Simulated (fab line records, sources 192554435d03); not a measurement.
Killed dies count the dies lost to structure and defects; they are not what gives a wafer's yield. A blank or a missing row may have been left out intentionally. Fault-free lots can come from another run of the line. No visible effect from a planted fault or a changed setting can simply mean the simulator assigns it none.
What tool caused it? || flow n5 finfet || 24 lots, 72 wafers sampled, at 5 steps of a route of 1938

== WHAT EACH GAUGE READ, for each wafer ==
N5_BEOL_M10_OVL_MEAS_29. Usual: V9_OVL gives 0.1 nm (standard deviation 0.79).
{"lot": "L074", "measured": "day 9 21:13", "on": "overlay-01", "V9_OVL (nm)": "0.6 -1.2 0.7", "flag": ""}
{"lot": "L076", "measured": "day 10 01:39", "on": "overlay-02", "V9_OVL (nm)": "0.2 0.2 0.0", "flag": ""}
{"lot": "L075", "measured": "day 10 06:43", "on": "overlay-01", "V9_OVL (nm)": "-0.1 -0.6 -0.2", "flag": ""}
{"lot": "L078", "measured": "day 11 04:29", "on": "overlay-02", "V9_OVL (nm)": "0.4 -0.5 0.5", "flag": ""}
{"lot": "L077", "measured": "day 11 09:47", "on": "overlay-01", "V9_OVL (nm)": "0.2 -0.5 0.5", "flag": ""}
{"lot": "L079", "measured": "day 11 10:24", "on": "overlay-02", "V9_OVL (nm)": "0.0 -0.6 -0.9", "flag": ""}
{"lot": "L080", "measured": "day 12 01:14", "on": "overlay-01", "V9_OVL (nm)": "-0.8 -0.7 -1.7", "flag": ""}
{"lot": "L083", "measured": "day 12 03:59", "on": "overlay-01", "V9_OVL (nm)": "0.5 0.6 0.6", "flag": ""}
{"lot": "L081", "measured": "day 12 04:49", "on": "overlay-01", "V9_OVL (nm)": "-0.4 -0.3 0.2", "flag": ""}
{"lot": "L082", "measured": "day 12 10:26", "on": "overlay-01", "V9_OVL (nm)": "-0.7 -0.5 -0.8", "flag": ""}
{"lot": "L085", "measured": "day 12 16:13", "on": "overlay-02", "V9_OVL (nm)": "0.0 0.8 -0.2", "flag": ""}
{"lot": "L084", "measured": "day 13 00:53", "on": "overlay-02", "V9_OVL (nm)": "1.4 1.3 0.9", "flag": ""}
{"lot": "L086", "measured": "day 13 10:32", "on": "overlay-02", "V9_OVL (nm)": "0.9 0.8 0.1", "flag": ""}
{"lot": "L088", "measured": "day 13 12:23", "on": "overlay-02", "V9_OVL (nm)": "-0.3 -0.5 -0.3", "flag": ""}
{"lot": "L087", "measured": "day 13 20:06", "on": "overlay-01", "V9_OVL (nm)": "0.6 2.0 0.8", "flag": ""}
{"lot": "L090", "measured": "day 13 22:23", "on": "overlay-02", "V9_OVL (nm)": "1.1 0.4 -0.7", "flag": ""}
{"lot": "L092", "measured": "day 14 06:11", "on": "overlay-01", "V9_OVL (nm)": "-0.5 -1.4 -1.5", "flag": ""}
{"lot": "L089", "measured": "day 14 06:22", "on": "overlay-02", "V9_OVL (nm)": "0.8 0.1 0.6", "flag": ""}
{"lot": "L091", "measured": "day 14 10:40", "on": "overlay-01", "V9_OVL (nm)": "-1.1 -0.7 -0.4", "flag": ""}
{"lot": "L095", "measured": "day 15 01:46", "on": "overlay-02", "V9_OVL (nm)": "0.9 -0.2 0.1", "flag": ""}
{"lot": "L094", "measured": "day 15 04:01", "on": "overlay-01", "V9_OVL (nm)": "0.4 -0.8 -0.2", "flag": ""}
{"lot": "L093", "measured": "day 15 04:11", "on": "overlay-02", "V9_OVL (nm)": "-0.4 -0.1 0.0", "flag": ""}
{"lot": "L097", "measured": "day 15 16:33", "on": "overlay-02", "V9_OVL (nm)": "-1.0 -1.2 -1.0", "flag": ""}
{"lot": "L096", "measured": "day 15 20:23", "on": "overlay-02", "V9_OVL (nm)": "-0.1 0.4 0.0", "flag": ""}

N5_BEOL_M11_CD_MEAS_28 targets a cd of 70 nm. Usual: cd nm at 70.2 nm, with a standard deviation of 1.2.
{"lot": "L074", "measured": "day 10 06:36", "on": "cd sem-03", "cd nm (nm)": "71.7 70.2 72.1", "flag": ""}
{"lot": "L076", "measured": "day 10 09:30", "on": "cd sem-02", "cd nm (nm)": "70.8 70.1 70.2", "flag": ""}
{"lot": "L075", "measured": "day 10 18:16", "on": "cd sem-01", "cd nm (nm)": "69.1 69.7 69.7", "flag": ""}
{"lot": "L078", "measured": "day 11 10:31", "on": "cd sem-01", "cd nm (nm)": "70.2 69.7 70.8", "flag": ""}
{"lot": "L077", "measured": "day 11 19:23", "on": "cd sem-02", "cd nm (nm)": "70.4 68.8 70.6", "flag": ""}
{"lot": "L079", "measured": "day 11 19:34", "on": "cd sem-03", "cd nm (nm)": "69.5 72.3 71.0", "flag": ""}
{"lot": "L080", "measured": "day 12 10:17", "on": "cd sem-01", "cd nm (nm)": "71.2 72.4 71.3", "flag": ""}
{"lot": "L083", "measured": "day 12 13:44", "on": "cd sem-01", "cd nm (nm)": "71.1 70.6 71.8", "flag": ""}
{"lot": "L081", "measured": "day 12 13:55", "on": "cd sem-02", "cd nm (nm)": "68.7 69.1 71.3", "flag": ""}
{"lot": "L082", "measured": "day 12 15:54", "on": "cd sem-01", "cd nm (nm)": "71.9 71.1 71.6", "flag": ""}
{"lot": "L085", "measured": "day 13 00:52", "on": "cd sem-01", "cd nm (nm)": "68.6 70.6 68.8", "flag": ""}
{"lot": "L084", "measured": "day 13 06:46", "on": "cd sem-01", "cd nm (nm)": "71.9 69.3 68.2", "flag": ""}
{"lot": "L086", "measured": "day 13 20:04", "on": "cd sem-02", "cd nm (nm)": "68.1 68.8 68.4", "flag": ""}
{"lot": "L088", "measured": "day 13 20:14", "on": "cd sem-03", "cd nm (nm)": "69.4 67.7 69.4", "flag": ""}
{"lot": "L087", "measured": "day 14 06:10", "on": "cd sem-01", "cd nm (nm)": "69.5 69.8 70.1", "flag": ""}
{"lot": "L090", "measured": "day 14 10:31", "on": "cd sem-02", "cd nm (nm)": "72.0 70.5 69.8", "flag": ""}
{"lot": "L092", "measured": "day 14 12:59", "on": "cd sem-03", "cd nm (nm)": "71.2 72.6 71.1", "flag": ""}
{"lot": "L089", "measured": "day 14 13:10", "on": "cd sem-03", "cd nm (nm)": "70.9 70.2 69.3", "flag": ""}
{"lot": "L091", "measured": "day 14 17:43", "on": "cd sem-03", "cd nm (nm)": "69.5 70.5 69.5", "flag": ""}
{"lot": "L095", "measured": "day 15 09:53", "on": "cd sem-03", "cd nm (nm)": "68.0 70.3 68.0", "flag": ""}
{"lot": "L094", "measured": "day 15 09:43", "on": "cd sem-01", "cd nm (nm)": "69.1 71.2 69.3", "flag": ""}
{"lot": "L093", "measured": "day 15 12:53", "on": "cd sem-02", "cd nm (nm)": "69.4 71.4 70.7", "flag": ""}
{"lot": "L097", "measured": "day 16 00:59", "on": "cd sem-01", "cd nm (nm)": "69.1 70.6 72.4", "flag": ""}
{"lot": "L096", "measured": "day 16 05:34", "on": "cd sem-02", "cd nm (nm)": "72.7 71.7 70.8", "flag": ""}

== EACH LOT AND THE TOOL THAT RAN IT (in order: tool; ch and the chambers of the sampled wafers; start) ==
{"lot": "L074", "N5_BEOL_M10_STRIP_67": "rie diel-01 ch 0,3, day 9 19:02", "N5_BEOL_M10_DESCUM_33": "rie diel-04 ch 0,2,3, day 9 21:17", "N5_BEOL_M10_DEGAS_44": "pvd sputter-03, day 9 22:32"}
{"lot": "L076", "N5_BEOL_M10_STRIP_67": "rie diel-04 ch 2,3, day 9 23:21", "N5_BEOL_M10_DESCUM_33": "rie diel-06 ch 0,2,3, day 10 01:56", "N5_BEOL_M10_DEGAS_44": "pvd sputter-01, day 10 03:49"}
{"lot": "L075", "N5_BEOL_M10_STRIP_67": "rie diel-01 ch 0,1,3, day 10 03:40", "N5_BEOL_M10_DESCUM_33": "rie diel-04 ch 0,3, day 10 06:46", "N5_BEOL_M10_DEGAS_44": "pvd sputter-02, day 10 08:11"}
{"lot": "L078", "N5_BEOL_M10_STRIP_67": "rie diel-01 ch 0,2,3, day 11 02:17", "N5_BEOL_M10_DESCUM_33": "rie diel-04 ch 0,1, day 11 04:35", "N5_BEOL_M10_DEGAS_44": "pvd sputter-01, day 11 05:46"}
{"lot": "L077", "N5_BEOL_M10_STRIP_67": "rie diel-04 ch 1,2, day 11 09:05", "N5_BEOL_M10_DESCUM_33": "rie diel-04 ch 2,3, day 11 09:50", "N5_BEOL_M10_DEGAS_44": "pvd sputter-01, day 11 11:04"}
{"lot": "L079", "N5_BEOL_M10_STRIP_67": "rie diel-04 ch 1,2,3, day 11 09:41", "N5_BEOL_M10_DESCUM_33": "rie diel-01 ch 0,1,2, day 11 10:37", "N5_BEOL_M10_DEGAS_44": "pvd sputter-01, day 11 11:45"}
{"lot": "L080", "N5_BEOL_M10_STRIP_67": "rie diel-01 ch 0,1,3, day 11 23:40", "N5_BEOL_M10_DESCUM_33": "rie diel-01 ch 0,1,3, day 12 01:21", "N5_BEOL_M10_DEGAS_44": "pvd sputter-02, day 12 02:28"}
{"lot": "L083", "N5_BEOL_M10_STRIP_67": "rie diel-06 ch 0,2, day 12 03:11", "N5_BEOL_M10_DESCUM_33": "rie diel-06 ch 2,3, day 12 04:03", "N5_BEOL_M10_DEGAS_44": "pvd sputter-03, day 12 05:20"}
{"lot": "L081", "N5_BEOL_M10_STRIP_67": "rie diel-06 ch 1,3, day 12 03:26", "N5_BEOL_M10_DESCUM_33": "rie diel-01 ch 2,3, day 12 04:53", "N5_BEOL_M10_DEGAS_44": "pvd sputter-01, day 12 06:13"}
{"lot": "L082", "N5_BEOL_M10_STRIP_67": "rie diel-06 ch 1,3, day 12 07:06", "N5_BEOL_M10_DESCUM_33": "rie diel-04 ch 1,3, day 12 10:30", "N5_BEOL_M10_DEGAS_44": "pvd sputter-02, day 12 11:56"}
{"lot": "L085", "N5_BEOL_M10_STRIP_67": "rie diel-01 ch 0,1,2, day 12 15:32", "N5_BEOL_M10_DESCUM_33": "rie diel-06 ch 0,3, day 12 16:41", "N5_BEOL_M10_DEGAS_44": "pvd sputter-02, day 12 17:53"}
{"lot": "L084", "N5_BEOL_M10_STRIP_67": "rie diel-01 ch 2,3, day 12 22:06", "N5_BEOL_M10_DESCUM_33": "rie diel-06 ch 0,3, day 13 00:56", "N5_BEOL_M10_DEGAS_44": "pvd sputter-01, day 13 01:59"}
{"lot": "L086", "N5_BEOL_M10_STRIP_67": "rie diel-01 ch 0,1, day 13 07:01", "N5_BEOL_M10_DESCUM_33": "rie diel-06 ch 1,2, day 13 10:49", "N5_BEOL_M10_DEGAS_44": "pvd sputter-03, day 13 11:54"}
{"lot": "L088", "N5_BEOL_M10_STRIP_67": "rie diel-01 ch 0,3, day 13 11:19", "N5_BEOL_M10_DESCUM_33": "rie diel-04 ch 1,3, day 13 12:27", "N5_BEOL_M10_DEGAS_44": "pvd sputter-02, day 13 14:12"}
{"lot": "L087", "N5_BEOL_M10_STRIP_67": "rie diel-06 ch 1,2,3, day 13 18:31", "N5_BEOL_M10_DESCUM_33": "rie diel-04 ch 0,3, day 13 20:10", "N5_BEOL_M10_DEGAS_44": "pvd sputter-01, day 13 21:13"}
{"lot": "L090", "N5_BEOL_M10_STRIP_67": "rie diel-04 ch 2,3, day 13 21:50", "N5_BEOL_M10_DESCUM_33": "rie diel-06 ch 1,2, day 13 22:26", "N5_BEOL_M10_DEGAS_44": "pvd sputter-03, day 14 00:25"}
{"lot": "L092", "N5_BEOL_M10_STRIP_67": "rie diel-04 ch 2,3, day 14 01:50", "N5_BEOL_M10_DESCUM_33": "rie diel-01 ch 0,1,2, day 14 06:15", "N5_BEOL_M10_DEGAS_44": "pvd sputter-01, day 14 07:16"}
{"lot": "L089", "N5_BEOL_M10_STRIP_67": "rie diel-01 ch 0,3, day 14 02:06", "N5_BEOL_M10_DESCUM_33": "rie diel-04 ch 0,2, day 14 06:25", "N5_BEOL_M10_DEGAS_44": "pvd sputter-02, day 14 07:38"}
{"lot": "L091", "N5_BEOL_M10_STRIP_67": "rie diel-04 ch 0,2, day 14 08:50", "N5_BEOL_M10_DESCUM_33": "rie diel-04 ch 0,1,2, day 14 10:43", "N5_BEOL_M10_DEGAS_44": "pvd sputter-02, day 14 11:55"}
{"lot": "L095", "N5_BEOL_M10_STRIP_67": "rie diel-01 ch 0,2, day 14 23:34", "N5_BEOL_M10_DESCUM_33": "rie diel-04 ch 0,1,3, day 15 01:50", "N5_BEOL_M10_DEGAS_44": "pvd sputter-02, day 15 03:29"}
{"lot": "L094", "N5_BEOL_M10_STRIP_67": "rie diel-04 ch 0,1,2, day 15 02:50", "N5_BEOL_M10_DESCUM_33": "rie diel-06 ch 1,2,3, day 15 04:05", "N5_BEOL_M10_DEGAS_44": "pvd sputter-03, day 15 05:07"}
{"lot": "L093", "N5_BEOL_M10_STRIP_67": "rie diel-01 ch 0,1,3, day 15 02:56", "N5_BEOL_M10_DESCUM_33": "rie diel-06 ch 0,1,2, day 15 04:32", "N5_BEOL_M10_DEGAS_44": "pvd sputter-03, day 15 05:57"}
{"lot": "L097", "N5_BEOL_M10_STRIP_67": "rie diel-01 ch 0,2, day 15 15:05", "N5_BEOL_M10_DESCUM_33": "rie diel-06 ch 2,3, day 15 16:37", "N5_BEOL_M10_DEGAS_44": "pvd sputter-03, day 15 17:58"}
{"lot": "L096", "N5_BEOL_M10_STRIP_67": "rie diel-01 ch 0,2,3, day 15 19:41", "N5_BEOL_M10_DESCUM_33": "rie diel-01 ch 1,2,3, day 15 20:43", "N5_BEOL_M10_DEGAS_44": "pvd sputter-02, day 15 23:59"}
- N5_BEOL_M10_STRIP_67: strips in CF4.
- N5_BEOL_M10_DESCUM_33: chemistry O2, time 7.9 s.
- N5_BEOL_M10_DEGAS_44: time 60 s.

== AS READ BY THE TOOLS THEMSELVES (means over the sampled wafers that have a number; for cases with no such wafer, the mark the record gives instead) ==
N5_BEOL_M10_STRIP_67. Usual: drypump motor current A 5.6 A, standard deviation 0.32; oes product au 0.80 a.u., standard deviation 0.078; rf vpp V 271.5 V, standard deviation 1.3; showerhead plenum p Torr 1.82 Torr, standard deviation 0.05; throttle valve pct 13.59 %, standard deviation 0.22.
{"lot": "L074", "tool": "rie diel-01", "drypump motor current A (A)": 5.2, "oes product au (a.u.)": 0.84, "rf vpp V (V)": 271.6, "showerhead plenum p Torr (Torr)": 1.83, "throttle valve pct (%)": 13.54, "flag": ""}
{"lot": "L076", "tool": "rie diel-04", "drypump motor current A (A)": 5.7, "oes product au (a.u.)": 0.72, "rf vpp V (V)": 271.2, "showerhead plenum p Torr (Torr)": 1.80, "throttle valve pct (%)": 13.43, "flag": ""}
{"lot": "L075", "tool": "rie diel-01", "drypump motor current A (A)": 5.4, "oes product au (a.u.)": 0.80, "rf vpp V (V)": 272.0, "showerhead plenum p Torr (Torr)": 1.84, "throttle valve pct (%)": 13.73, "flag": ""}
{"lot": "L078", "tool": "rie diel-01", "drypump motor current A (A)": 5.5, "oes product au (a.u.)": 0.86, "rf vpp V (V)": 271.5, "showerhead plenum p Torr (Torr)": 1.85, "throttle valve pct (%)": 13.59, "flag": ""}
{"lot": "L077", "tool": "rie diel-04", "drypump motor current A (A)": 5.5, "oes product au (a.u.)": 0.69, "rf vpp V (V)": 272.0, "showerhead plenum p Torr (Torr)": 1.83, "throttle valve pct (%)": 13.57, "flag": ""}
{"lot": "L079", "tool": "rie diel-04", "drypump motor current A (A)": 5.7, "oes product au (a.u.)": 0.72, "rf vpp V (V)": 271.4, "showerhead plenum p Torr (Torr)": 1.78, "throttle valve pct (%)": 13.50, "flag": ""}
{"lot": "L080", "tool": "rie diel-01", "drypump motor current A (A)": 5.4, "oes product au (a.u.)": 0.78, "rf vpp V (V)": 271.7, "showerhead plenum p Torr (Torr)": 1.83, "throttle valve pct (%)": 13.77, "flag": ""}
{"lot": "L083", "tool": "rie diel-06", "drypump motor current A (A)": 5.6, "oes product au (a.u.)": 0.79, "rf vpp V (V)": 270.5, "showerhead plenum p Torr (Torr)": 1.79, "throttle valve pct (%)": 13.62, "flag": ""}
{"lot": "L081", "tool": "rie diel-06", "drypump motor current A (A)": 5.9, "oes product au (a.u.)": 0.88, "rf vpp V (V)": 271.7, "showerhead plenum p Torr (Torr)": 1.83, "throttle valve pct (%)": 13.40, "flag": ""}
{"lot": "L082", "tool": "rie diel-06", "drypump motor current A (A)": 6.0, "oes product au (a.u.)": 0.88, "rf vpp V (V)": 271.6, "showerhead plenum p Torr (Torr)": 1.82, "throttle valve pct (%)": 13.43, "flag": ""}
{"lot": "L085", "tool": "rie diel-01", "drypump motor current A (A)": 5.5, "oes product au (a.u.)": 0.81, "rf vpp V (V)": 272.5, "showerhead plenum p Torr (Torr)": 1.86, "throttle valve pct (%)": 13.73, "flag": ""}
{"lot": "L084", "tool": "rie diel-01", "drypump motor current A (A)": 5.6, "oes product au (a.u.)": 0.83, "rf vpp V (V)": 271.5, "showerhead plenum p Torr (Torr)": 1.83, "throttle valve pct (%)": 13.69, "flag": ""}
{"lot": "L086", "tool": "rie diel-01", "drypump motor current A (A)": 5.4, "oes product au (a.u.)": 0.74, "rf vpp V (V)": 271.4, "showerhead plenum p Torr (Torr)": 1.84, "throttle valve pct (%)": 13.91, "flag": ""}
{"lot": "L088", "tool": "rie diel-01", "drypump motor current A (A)": 5.4, "oes product au (a.u.)": 0.80, "rf vpp V (V)": 271.9, "showerhead plenum p Torr (Torr)": 1.81, "throttle valve pct (%)": 13.68, "flag": ""}
{"lot": "L087", "tool": "rie diel-06", "drypump motor current A (A)": 5.9, "oes product au (a.u.)": 0.82, "rf vpp V (V)": 271.0, "showerhead plenum p Torr (Torr)": 1.81, "throttle valve pct (%)": 13.58, "flag": ""}
{"lot": "L090", "tool": "rie diel-04", "drypump motor current A (A)": 5.9, "oes product au (a.u.)": 0.73, "rf vpp V (V)": 269.8, "showerhead plenum p Torr (Torr)": 1.75, "throttle valve pct (%)": 13.43, "flag": ""}
{"lot": "L092", "tool": "rie diel-04", "drypump motor current A (A)": 5.7, "oes product au (a.u.)": 0.71, "rf vpp V (V)": 270.8, "showerhead plenum p Torr (Torr)": 1.79, "throttle valve pct (%)": 13.50, "flag": ""}
{"lot": "L089", "tool": "rie diel-01", "drypump motor current A (A)": 5.2, "oes product au (a.u.)": 0.80, "rf vpp V (V)": 272.1, "showerhead plenum p Torr (Torr)": 1.82, "throttle valve pct (%)": 13.63, "flag": ""}
{"lot": "L091", "tool": "rie diel-04", "drypump motor current A (A)": 5.7, "oes product au (a.u.)": 0.72, "rf vpp V (V)": 272.1, "showerhead plenum p Torr (Torr)": 1.83, "throttle valve pct (%)": 13.49, "flag": ""}
{"lot": "L095", "tool": "rie diel-01", "drypump motor current A (A)": 5.6, "oes product au (a.u.)": 0.84, "rf vpp V (V)": 273.3, "showerhead plenum p Torr (Torr)": 1.87, "throttle valve pct (%)": 13.64, "flag": ""}
{"lot": "L094", "tool": "rie diel-04", "drypump motor current A (A)": 5.7, "oes product au (a.u.)": 0.80, "rf vpp V (V)": 271.7, "showerhead plenum p Torr (Torr)": 1.81, "throttle valve pct (%)": 13.36, "flag": ""}
{"lot": "L093", "tool": "rie diel-01", "drypump motor current A (A)": 5.4, "oes product au (a.u.)": 0.86, "rf vpp V (V)": 271.0, "showerhead plenum p Torr (Torr)": 1.83, "throttle valve pct (%)": 13.62, "flag": ""}
{"lot": "L097", "tool": "rie diel-01", "drypump motor current A (A)": 5.6, "oes product au (a.u.)": 0.84, "rf vpp V (V)": 272.5, "showerhead plenum p Torr (Torr)": 1.87, "throttle valve pct (%)": 13.65, "flag": ""}
{"lot": "L096", "tool": "rie diel-01", "drypump motor current A (A)": 5.5, "oes product au (a.u.)": 0.80, "rf vpp V (V)": 271.4, "showerhead plenum p Torr (Torr)": 1.84, "throttle valve pct (%)": 13.69, "flag": ""}

N5_BEOL_M10_DESCUM_33. Usual: drypump motor current A 5.8 A, standard deviation 0.31; oes product au 0.79 a.u., standard deviation 0.077; rf vpp V 243.2 V, standard deviation 1.1; showerhead plenum p Torr 2.09 Torr, standard deviation 0.055; throttle valve pct 20.30 %, standard deviation 0.28.
{"lot": "L074", "tool": "rie diel-04", "drypump motor current A (A)": 5.9, "oes product au (a.u.)": 0.78, "rf vpp V (V)": 243.0, "showerhead plenum p Torr (Torr)": 2.09, "throttle valve pct (%)": 20.15, "flag": ""}
{"lot": "L076", "tool": "rie diel-06", "drypump motor current A (A)": 5.7, "oes product au (a.u.)": 0.81, "rf vpp V (V)": 243.5, "showerhead plenum p Torr (Torr)": 2.07, "throttle valve pct (%)": 20.19, "flag": ""}
{"lot": "L075", "tool": "rie diel-04", "drypump motor current A (A)": 6.2, "oes product au (a.u.)": 0.80, "rf vpp V (V)": 242.5, "showerhead plenum p Torr (Torr)": 2.06, "throttle valve pct (%)": 20.26, "flag": ""}
{"lot": "L078", "tool": "rie diel-04", "drypump motor current A (A)": 5.7, "oes product au (a.u.)": 0.73, "rf vpp V (V)": 243.6, "showerhead plenum p Torr (Torr)": 2.09, "throttle valve pct (%)": 20.35, "flag": ""}
{"lot": "L077", "tool": "rie diel-04", "drypump motor current A (A)": 5.7, "oes product au (a.u.)": 0.72, "rf vpp V (V)": 242.6, "showerhead plenum p Torr (Torr)": 2.08, "throttle valve pct (%)": 20.09, "flag": ""}
{"lot": "L079", "tool": "rie diel-01", "drypump motor current A (A)": 5.5, "oes product au (a.u.)": 0.82, "rf vpp V (V)": 244.8, "showerhead plenum p Torr (Torr)": 2.17, "throttle valve pct (%)": 20.62, "flag": ""}
{"lot": "L080", "tool": "rie diel-01", "drypump motor current A (A)": 5.4, "oes product au (a.u.)": 0.78, "rf vpp V (V)": 243.7, "showerhead plenum p Torr (Torr)": 2.14, "throttle valve pct (%)": 20.68, "flag": ""}
{"lot": "L083", "tool": "rie diel-06", "drypump motor current A (A)": 5.9, "oes product au (a.u.)": 0.79, "rf vpp V (V)": 243.5, "showerhead plenum p Torr (Torr)": 2.10, "throttle valve pct (%)": 20.37, "flag": ""}
{"lot": "L081", "tool": "rie diel-01", "drypump motor current A (A)": 5.8, "oes product au (a.u.)": 0.88, "rf vpp V (V)": 244.7, "showerhead plenum p Torr (Torr)": 2.18, "throttle valve pct (%)": 20.58, "flag": ""}
{"lot": "L082", "tool": "rie diel-04", "drypump motor current A (A)": 5.6, "oes product au (a.u.)": 0.70, "rf vpp V (V)": 242.2, "showerhead plenum p Torr (Torr)": 2.05, "throttle valve pct (%)": 20.38, "flag": ""}
{"lot": "L085", "tool": "rie diel-06", "drypump motor current A (A)": 5.7, "oes product au (a.u.)": 0.79, "rf vpp V (V)": 241.7, "showerhead plenum p Torr (Torr)": 2.03, "throttle valve pct (%)": 19.98, "flag": ""}
{"lot": "L084", "tool": "rie diel-06", "drypump motor current A (A)": 5.7, "oes product au (a.u.)": 0.78, "rf vpp V (V)": 243.1, "showerhead plenum p Torr (Torr)": 2.03, "throttle valve pct (%)": 19.99, "flag": ""}
{"lot": "L086", "tool": "rie diel-06", "drypump motor current A (A)": 5.7, "oes product au (a.u.)": 0.82, "rf vpp V (V)": 243.1, "showerhead plenum p Torr (Torr)": 2.10, "throttle valve pct (%)": 20.43, "flag": ""}
{"lot": "L088", "tool": "rie diel-04", "drypump motor current A (A)": 5.9, "oes product au (a.u.)": 0.72, "rf vpp V (V)": 243.0, "showerhead plenum p Torr (Torr)": 2.04, "throttle valve pct (%)": 20.36, "flag": ""}
{"lot": "L087", "tool": "rie diel-04", "drypump motor current A (A)": 6.1, "oes product au (a.u.)": 0.78, "rf vpp V (V)": 243.0, "showerhead plenum p Torr (Torr)": 2.05, "throttle valve pct (%)": 20.31, "flag": ""}
{"lot": "L090", "tool": "rie diel-06", "drypump motor current A (A)": 5.7, "oes product au (a.u.)": 0.82, "rf vpp V (V)": 243.3, "showerhead plenum p Torr (Torr)": 2.09, "throttle valve pct (%)": 20.44, "flag": ""}
{"lot": "L092", "tool": "rie diel-01", "drypump motor current A (A)": 5.5, "oes product au (a.u.)": 0.80, "rf vpp V (V)": 244.1, "showerhead plenum p Torr (Torr)": 2.17, "throttle valve pct (%)": 20.66, "flag": ""}
{"lot": "L089", "tool": "rie diel-04", "drypump motor current A (A)": 5.7, "oes product au (a.u.)": 0.72, "rf vpp V (V)": 243.1, "showerhead plenum p Torr (Torr)": 2.11, "throttle valve pct (%)": 20.09, "flag": ""}
{"lot": "L091", "tool": "rie diel-04", "drypump motor current A (A)": 5.7, "oes product au (a.u.)": 0.81, "rf vpp V (V)": 242.7, "showerhead plenum p Torr (Torr)": 2.10, "throttle valve pct (%)": 20.14, "flag": ""}
{"lot": "L095", "tool": "rie diel-04", "drypump motor current A (A)": 5.9, "oes product au (a.u.)": 0.83, "rf vpp V (V)": 242.3, "showerhead plenum p Torr (Torr)": 2.06, "throttle valve pct (%)": 20.25, "flag": ""}
{"lot": "L094", "tool": "rie diel-06", "drypump motor current A (A)": 5.8, "oes product au (a.u.)": 0.81, "rf vpp V (V)": 242.8, "showerhead plenum p Torr (Torr)": 2.09, "throttle valve pct (%)": 20.36, "flag": ""}
{"lot": "L093", "tool": "rie diel-06", "drypump motor current A (A)": 5.7, "oes product au (a.u.)": 0.81, "rf vpp V (V)": 242.4, "showerhead plenum p Torr (Torr)": 2.06, "throttle valve pct (%)": 20.22, "flag": ""}
{"lot": "L097", "tool": "rie diel-06", "drypump motor current A (A)": 5.9, "oes product au (a.u.)": 0.75, "rf vpp V (V)": 243.3, "showerhead plenum p Torr (Torr)": 2.09, "throttle valve pct (%)": 20.41, "flag": ""}
{"lot": "L096", "tool": "rie diel-01", "drypump motor current A (A)": 5.6, "oes product au (a.u.)": 0.86, "rf vpp V (V)": 243.9, "showerhead plenum p Torr (Torr)": 2.15, "throttle valve pct (%)": 20.63, "flag": ""}

N5_BEOL_M10_DEGAS_44. Usual: heater power w at 324 W, with a standard deviation of 20.
{"lot": "L074", "tool": "pvd sputter-03", "heater power w (W)": 336, "flag": ""}
{"lot": "L076", "tool": "pvd sputter-01", "heater power w (W)": 324, "flag": ""}
{"lot": "L075", "tool": "pvd sputter-02", "heater power w (W)": 324, "flag": ""}
{"lot": "L078", "tool": "pvd sputter-01", "heater power w (W)": 307, "flag": ""}
{"lot": "L077", "tool": "pvd sputter-01", "heater power w (W)": 324, "flag": ""}
{"lot": "L079", "tool": "pvd sputter-01", "heater power w (W)": 311, "flag": ""}
{"lot": "L080", "tool": "pvd sputter-02", "heater power w (W)": 342, "flag": ""}
{"lot": "L083", "tool": "pvd sputter-03", "heater power w (W)": 341, "flag": ""}
{"lot": "L081", "tool": "pvd sputter-01", "heater power w (W)": 294, "flag": ""}
{"lot": "L082", "tool": "pvd sputter-02", "heater power w (W)": 329, "flag": ""}
{"lot": "L085", "tool": "pvd sputter-02", "heater power w (W)": 315, "flag": ""}
{"lot": "L084", "tool": "pvd sputter-01", "heater power w (W)": 314, "flag": ""}
{"lot": "L086", "tool": "pvd sputter-03", "heater power w (W)": 347, "flag": ""}
{"lot": "L088", "tool": "pvd sputter-02", "heater power w (W)": 323, "flag": ""}
{"lot": "L087", "tool": "pvd sputter-01", "heater power w (W)": 314, "flag": ""}
{"lot": "L090", "tool": "pvd sputter-03", "heater power w (W)": 336, "flag": ""}
{"lot": "L092", "tool": "pvd sputter-01", "heater power w (W)": 324, "flag": ""}
{"lot": "L089", "tool": "pvd sputter-02", "heater power w (W)": 319, "flag": ""}
{"lot": "L091", "tool": "pvd sputter-02", "heater power w (W)": 327, "flag": ""}
{"lot": "L095", "tool": "pvd sputter-02", "heater power w (W)": 319, "flag": ""}
{"lot": "L094", "tool": "pvd sputter-03", "heater power w (W)": 339, "flag": ""}
{"lot": "L093", "tool": "pvd sputter-03", "heater power w (W)": 334, "flag": ""}
{"lot": "L097", "tool": "pvd sputter-03", "heater power w (W)": 334, "flag": ""}
{"lot": "L096", "tool": "pvd sputter-02", "heater power w (W)": 320, "flag": ""}

== THE ANSWER, worked out from the rows above alone ==
Rule: a lot counts as off when the mean over its wafers that have a number is more than 3 standard deviations away from the usual mean. A lot without any number at a reading at which 4 lots or more have one is off too. Any other lot the step has rows for is counted as sound. First the gauges in route order, then the tools' own readings, where a lot's mean is used as printed above. At the first step where some lot is off, the reading lying furthest off is the one used; lots without a number count as furthest.
No lot is off on any of the readings shown, so nothing can be concluded from this.

== WHAT THE SIMULATOR PUT IN ==
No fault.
